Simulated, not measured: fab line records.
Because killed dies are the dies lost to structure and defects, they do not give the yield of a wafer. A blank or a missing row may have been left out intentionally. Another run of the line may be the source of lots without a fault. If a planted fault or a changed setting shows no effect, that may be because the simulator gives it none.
Chamber matching || flow n5 finfet || N5_BEOL_M7_DESCUM_33 on rie diel-05 has 4 sister chambers
The step chemistry O2, time 7 s. 8 wafers are shown with their chamber, then 8 later ones without.

== WAFERS PAIRED WITH THEIR CHAMBERS ==
{"wafer": "L083.1", "chamber": 2, "throttle valve pct (%)": 20.65, "oes product au (a.u.)": 0.70}
{"wafer": "L084.3", "chamber": 2, "throttle valve pct (%)": 20.64, "oes product au (a.u.)": 0.70}
{"wafer": "L084.5", "chamber": 0, "throttle valve pct (%)": 20.19, "oes product au (a.u.)": 0.85}
{"wafer": "L084.6", "chamber": 3, "throttle valve pct (%)": 20.42, "oes product au (a.u.)": 0.75}
{"wafer": "L086.1", "chamber": 1, "throttle valve pct (%)": 20.38, "oes product au (a.u.)": 0.92}
{"wafer": "L086.2", "chamber": 3, "throttle valve pct (%)": 20.43, "oes product au (a.u.)": 0.75}
{"wafer": "L086.4", "chamber": 0, "throttle valve pct (%)": 20.19, "oes product au (a.u.)": 0.84}
{"wafer": "L091.4", "chamber": 1, "throttle valve pct (%)": 20.39, "oes product au (a.u.)": 0.91}

== WAFERS MISSING THEIR CHAMBER ==
{"wafer": "L091.5", "throttle valve pct (%)": 20.40, "oes product au (a.u.)": 0.91}
{"wafer": "L091.6", "throttle valve pct (%)": 20.68, "oes product au (a.u.)": 0.69}
{"wafer": "L092.1", "throttle valve pct (%)": 20.21, "oes product au (a.u.)": 0.83}
{"wafer": "L092.4", "throttle valve pct (%)": 20.46, "oes product au (a.u.)": 0.75}
{"wafer": "L092.6", "throttle valve pct (%)": 20.40, "oes product au (a.u.)": 0.90}
{"wafer": "L097.1", "throttle valve pct (%)": 20.43, "oes product au (a.u.)": 0.89}
{"wafer": "L097.4", "throttle valve pct (%)": 20.22, "oes product au (a.u.)": 0.82}
{"wafer": "L097.5", "throttle valve pct (%)": 20.42, "oes product au (a.u.)": 0.89}

== EACH ONE'S CHAMBER ==
{"wafer": "L091.5", "from the rows above": 1, "in truth": 1}
{"wafer": "L091.6", "from the rows above": 2, "in truth": 2}
{"wafer": "L092.1", "from the rows above": 0, "in truth": 0}
{"wafer": "L092.4", "from the rows above": 3, "in truth": 3}
{"wafer": "L092.6", "from the rows above": 1, "in truth": 1}
{"wafer": "L097.1", "from the rows above": 1, "in truth": 1}
{"wafer": "L097.4", "from the rows above": 0, "in truth": 0}
{"wafer": "L097.5", "from the rows above": 1, "in truth": 1}
Correct placement for 8 of the 8. Not placeable from these rows: 0. 0 placed wrongly.
How it was worked out, from the rows above alone: a wafer's distance from a chamber is the root of the sum, over the readings, of the square of ((its reading less the chamber's mean) divided by the reading's scatter). The wafer belongs to the nearest chamber; if the next one is less than 2 further off, it can't be placed. Each chamber's mean is taken over the wafers shown for it. How the scatter is found: for the shown wafers, subtract from each reading the mean of its chamber, square and add these, divide the total by (wafers less chambers), then take the root.
